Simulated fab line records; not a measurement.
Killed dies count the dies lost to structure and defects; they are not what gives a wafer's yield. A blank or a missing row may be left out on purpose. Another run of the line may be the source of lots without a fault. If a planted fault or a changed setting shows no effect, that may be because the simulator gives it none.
Chamber matching	flow n5_finfet	N5_FIN_SAQP_HM_OPEN_73 on rie_diel-01 has 4 sister chambers
The step chemistry CHF3/O2, target SiO2, stops on a-Si, target depth 12 nm, time 16.8 s. 16 wafers are shown with their chamber, then 8 later ones without.

## WAFERS PAIRED WITH THEIR CHAMBERS
wafer	chamber	drypump_motor_current_A (A)	rf_vpp_V (V)	showerhead_plenum_p_Torr (Torr)
L074.3	2	5.6	535	2.45
L074.4	1	5.0	519	2.29
L074.6	2	5.6	535	2.45
L081.1	2	5.6	535	2.44
L081.3	3	6.2	537	2.35
L081.6	1	5.1	519	2.29
L088.1	3	6.2	537	2.35
L088.3	2	5.6	532	2.44
L088.6	0	6.2	507	2.36
L089.3	0	6.2	509	2.36
L089.4	3	6.2	536	2.34
L089.6	0	6.2	509	2.36
L090.2	2	5.6	535	2.43
L090.4	2	5.6	534	2.43
L090.6	3	6.1	536	2.34
L094.3	1	5.0	520	2.28

SIGNATURES (means of the wafers above)
reading	chamber 0	chamber 1	chamber 2	chamber 3	scatter within a chamber
drypump_motor_current_A	6.200	5.033	5.600	6.175	0.0344
rf_vpp_V	508.33	519.33	534.33	536.50	0.986
showerhead_plenum_p_Torr	2.3600	2.2867	2.4400	2.3450	0.00687
Rule: distance of a wafer from a chamber = root of the sum over the readings of ((wafer's reading minus chamber's mean) / reading's scatter) squared. If the next closest chamber is less than 2 further off than the closest, the wafer can't be placed; otherwise it belongs to the closest. The scatter: take each reading less its chamber's mean, square it, sum over the shown wafers, divide by the number of wafers less the number of chambers, and take the root.

## WAFERS WITH NO CHAMBER GIVEN
wafer	drypump_motor_current_A (A)	rf_vpp_V (V)	showerhead_plenum_p_Torr (Torr)
L094.4	5.6	534	2.43
L094.5	6.2	535	2.34
L095.2	6.2	536	2.34
L095.3	5.0	519	2.28
L095.5	5.6	534	2.43
L097.2	6.2	536	2.34
L097.3	5.6	534	2.42
L097.5	5.0	519	2.28

## EACH ONE'S CHAMBER
wafer	from the rows above	in truth
L094.4	2	2
L094.5	3	3
L095.2	3	3
L095.3	1	1
L095.5	2	2
L097.2	3	3
L097.3	2	2
L097.5	1	1
Correctly placed: 8 of 8. Not placeable from these rows: 0. Number placed wrongly: 0.
